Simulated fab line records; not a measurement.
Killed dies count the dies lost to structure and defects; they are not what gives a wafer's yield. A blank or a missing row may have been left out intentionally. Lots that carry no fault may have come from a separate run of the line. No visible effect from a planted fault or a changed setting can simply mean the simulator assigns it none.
Matching of chambers + flow n5Finfet + N5_BEOL_M12_ETCH_59 on rieDiel-05 has 4 sister chambers
The step etches BARC in N2/H2, target depth 89 nm, overetch 26.7 nm, time 67.9 s. 18 wafers are shown with their chamber, then 9 later ones without.

== WAFERS WITH THEIR CHAMBER ==
| wafer  | chamber | drypumpMotorCurrentA (A) | showerheadPlenumPTorr (Torr) | rfVppV (V) |
|--------|---------|--------------------------|------------------------------|------------|
| L074.2 | 3       | 6.5                      | 2.63                         | 525.2      |
| L074.3 | 0       | 5.7                      | 2.60                         | 525.5      |
| L074.6 | 2       | 5.5                      | 2.48                         | 522.9      |
| L078.2 | 3       | 6.5                      | 2.62                         | 525.3      |
| L078.4 | 3       | 6.5                      | 2.63                         | 525.8      |
| L078.6 | 1       | 5.1                      | 2.60                         | 526.6      |
| L083.3 | 2       | 5.5                      | 2.47                         | 523.0      |
| L083.4 | 3       | 6.5                      | 2.62                         | 525.5      |
| L083.5 | 0       | 5.8                      | 2.60                         | 526.6      |
| L082.2 | 2       | 5.5                      | 2.47                         | 521.1      |
| L082.3 | 1       | 5.2                      | 2.60                         | 526.6      |
| L082.5 | 1       | 5.1                      | 2.60                         | 525.5      |
| L091.1 | 2       | 5.5                      | 2.46                         | 522.9      |
| L091.3 | 3       | 6.5                      | 2.62                         | 525.0      |
| L091.5 | 1       | 5.2                      | 2.59                         | 525.6      |
| L090.1 | 2       | 5.5                      | 2.46                         | 521.1      |
| L090.2 | 1       | 5.1                      | 2.59                         | 525.7      |
| L090.6 | 0       | 5.8                      | 2.59                         | 525.1      |

SIGNATURES, as means of the wafers listed above
| reading               | chamber 0 | chamber 1 | chamber 2 | chamber 3 | scatter within a chamber |
|-----------------------|-----------|-----------|-----------|-----------|--------------------------|
| drypumpMotorCurrentA  | 5.767     | 5.140     | 5.500     | 6.500     | 0.0365                   |
| showerheadPlenumPTorr | 2.5967    | 2.5960    | 2.4680    | 2.6240    | 0.00647                  |
| rfVppV                | 525.733   | 526.000   | 522.200   | 525.360   | 0.699                    |
Rule: for each reading, subtract the chamber's mean from the wafer's reading, divide by that reading's scatter and square the result; add these up over the readings and take the root, which gives the wafer's distance from the chamber. If the next closest chamber is less than 2 further off than the closest, the wafer can't be placed; otherwise it belongs to the closest. The scatter is the square root of a quotient: the sum, over the shown wafers, of each reading's squared deviation from its chamber's mean, divided by wafers minus chambers.

== WAFERS WITHOUT THEIR CHAMBER ==
| wafer  | drypumpMotorCurrentA (A) | showerheadPlenumPTorr (Torr) | rfVppV (V) |
|--------|--------------------------|------------------------------|------------|
| L092.1 | 5.1                      | 2.59                         | 525.5      |
| L092.2 | 6.5                      | 2.62                         | 526.4      |
| L092.6 | 5.5                      | 2.46                         | 522.4      |
| L096.2 | 5.8                      | 2.58                         | 525.9      |
| L096.3 | 5.2                      | 2.59                         | 525.1      |
| L096.5 | 5.8                      | 2.58                         | 524.9      |
| L097.1 | 6.5                      | 2.61                         | 525.3      |
| L097.3 | 5.5                      | 2.45                         | 521.4      |
| L097.5 | 5.5                      | 2.45                         | 522.8      |

== WHICH CHAMBER EACH ONE RAN IN ==
| wafer  | from the rows above | in truth |
|--------|---------------------|----------|
| L092.1 | 1                   | 1        |
| L092.2 | 3                   | 3        |
| L092.6 | 2                   | 2        |
| L096.2 | 0                   | 0        |
| L096.3 | 1                   | 1        |
| L096.5 | 0                   | 0        |
| L097.1 | 3                   | 3        |
| L097.3 | 2                   | 2        |
| L097.5 | 2                   | 2        |
Placed correctly: 9 of 9. Not placeable from these rows: 0. 0 placed wrongly.
